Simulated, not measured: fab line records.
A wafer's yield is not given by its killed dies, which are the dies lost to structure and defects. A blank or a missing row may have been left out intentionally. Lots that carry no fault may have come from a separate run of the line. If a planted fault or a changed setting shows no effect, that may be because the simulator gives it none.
Which of the tools did it?    flow nand-harc    18 wafers from 6 lots sampled at 4 of the route's 1159 steps

WHAT THE GAUGES SHOWED, per wafer
NHARC_A_CONTACT_CD_MEAS_42 targets a cd of 200 nm.
lot   measured      on         cd-nm (nm)
L242  day 17 10:23  cd-sem-01  199.9 199.8 199.9
L246  day 17 17:09  cd-sem-01  200.2 200.0 201.7
L251  day 19 11:01  cd-sem-03  199.9 202.0 199.7
L253  day 19 16:02  cd-sem-01  213.5 213.3 214.8
L255  day 20 02:08  cd-sem-02  200.0 200.9 201.2
L261  day 21 12:28  cd-sem-02  199.9 200.5 199.5

WHAT TOOL EACH LOT RAN ON (gives the tool, then ch and the chambers of the sampled wafers, and finally the start)
lot   NHARC_A_WL_FILL_ALD_10            NHARC_A_WL_FILL_ALD_19               NHARC_A_CONTACT_EXPOSE_39
L242  ald-hk-03 ch 0,2,3, day 16 03:10  ald-metal-04 ch 0,2, day 16 15:37    arfi-scanner-02 ch 0, day 17 10:14
L246  ald-hk-02 ch 0,2,3, day 16 10:32  ald-metal-04 ch 0,2,3, day 16 20:47  arfi-scanner-02 ch 0, day 17 17:01
L251  ald-hk-02 ch 0,1,3, day 18 11:32  ald-metal-03 ch 1,2, day 18 20:53    arfi-scanner-02 ch 0, day 19 10:53
L253  ald-hk-04 ch 0,1,2, day 18 19:12  ald-metal-02 ch 2,3, day 19 04:41    arfi-scanner-02 ch 0, day 19 15:53
L255  ald-hk-04 ch 0,1,3, day 19 00:20  ald-metal-04 ch 0,1, day 19 10:28    arfi-scanner-03 ch 0, day 20 02:00
L261  ald-hk-04 ch 0,1,2, day 20 08:36  ald-metal-03 ch 0,1,2, day 20 18:56  arfi-scanner-03 ch 0, day 21 12:20
- NHARC_A_WL_FILL_ALD_10: deposits SiO2, target thk 50 nm, pulse time 10 s, ald cycles 500.
- NHARC_A_WL_FILL_ALD_19: deposits TiN, target thk 2 nm, pulse time 3 s, ald cycles 100.
- NHARC_A_CONTACT_EXPOSE_39: exposes mask A CC 3.

THE ANSWER, worked out from the rows above alone
Rule: what is usual is taken from the lots themselves. The widest of any qualifying gaps counts: lots, ordered by their means at a reading, are off when they make up no more than a third of the lots, leave a main group of 4 or more, and stand apart from it by 3 or more times the standard deviation of that group's means. A main group whose means are all the same, to the digits that the tables above print for the reading, isn't used. A lot without any number at a reading at which 4 lots or more have one is off too. Where the step has rows for the other lots, those lots are counted as sound.
Off: L253 (NHARC_A_CONTACT_CD_MEAS_42, cd-nm). Main group: mean 200.3 nm, sd 0.35.
If a tool, at a process step before that reading, ran all the lots that are off and no sound lot after the first of them, it fits. Those tools and the gauges at NHARC_A_CONTACT_CD_MEAS_42 are tried in the same way. Can't be told from this: 3 tools fit, ald-metal-02 at NHARC_A_WL_FILL_ALD_19, arfi-scanner-02 at NHARC_A_CONTACT_EXPOSE_39, cd-sem-01 at NHARC_A_CONTACT_CD_MEAS_42.

WHAT THE SIMULATOR PUT IN
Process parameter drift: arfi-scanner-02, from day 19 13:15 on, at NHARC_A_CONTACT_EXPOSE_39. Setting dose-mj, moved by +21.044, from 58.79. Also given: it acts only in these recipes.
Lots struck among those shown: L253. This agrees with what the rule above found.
